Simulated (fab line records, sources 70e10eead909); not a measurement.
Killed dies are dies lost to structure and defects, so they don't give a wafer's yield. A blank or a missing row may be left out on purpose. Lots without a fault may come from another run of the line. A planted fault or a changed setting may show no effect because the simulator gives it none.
Chamber matching | flow nand_harc | NHARC_P_M0_PRE_CLEAN_31 on pecvd-02: 3 sister chambers
The step time 12 s. 6 wafers are shown with their chamber, then 8 later ones without.

WAFERS WITH THEIR CHAMBER
wafer  | chamber | heater_power_w (W)
L087.4 | 0       | 709
L086.4 | 0       | 612
L092.3 | 1       | 767
L092.4 | 1       | 780
L092.5 | 2       | 742
L094.1 | 2       | 704

WAFERS WITHOUT THEIR CHAMBER
wafer  | heater_power_w (W)
L094.4 | 722
L094.6 | 707
L095.2 | 769
L095.5 | 615
L095.6 | 752
L097.1 | 634
L097.2 | 720
L097.4 | 630

WHICH CHAMBER EACH WENT THROUGH
wafer  | from the rows above          | in truth
L094.4 | can't be placed: 2 or 1 or 0 | 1
L094.6 | can't be placed: 2 or 0 or 1 | 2
L095.2 | can't be placed: 1 or 2      | 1
L095.5 | can't be placed: 0 or 2      | 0
L095.6 | can't be placed: 1 or 2 or 0 | 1
L097.1 | can't be placed: 0 or 2      | 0
L097.2 | can't be placed: 2 or 1 or 0 | 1
L097.4 | can't be placed: 0 or 2      | 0
Placed correctly: 0 of 8. Can't be placed from these rows: 8 (the true chamber is among the candidates in 8). Placed wrongly: 0.
How it was worked out, from the rows above alone: a wafer's distance from a chamber is the root of the sum, over the readings, of the square of ((its reading less the chamber's mean) divided by the reading's scatter). The wafer belongs to the nearest chamber; if the next one is less than 2 further off, it can't be placed. A chamber's mean is the mean of its shown wafers. The scatter: the root of (the sum of the squares of (reading less its chamber's mean) over the shown wafers, divided by (wafers less chambers)).
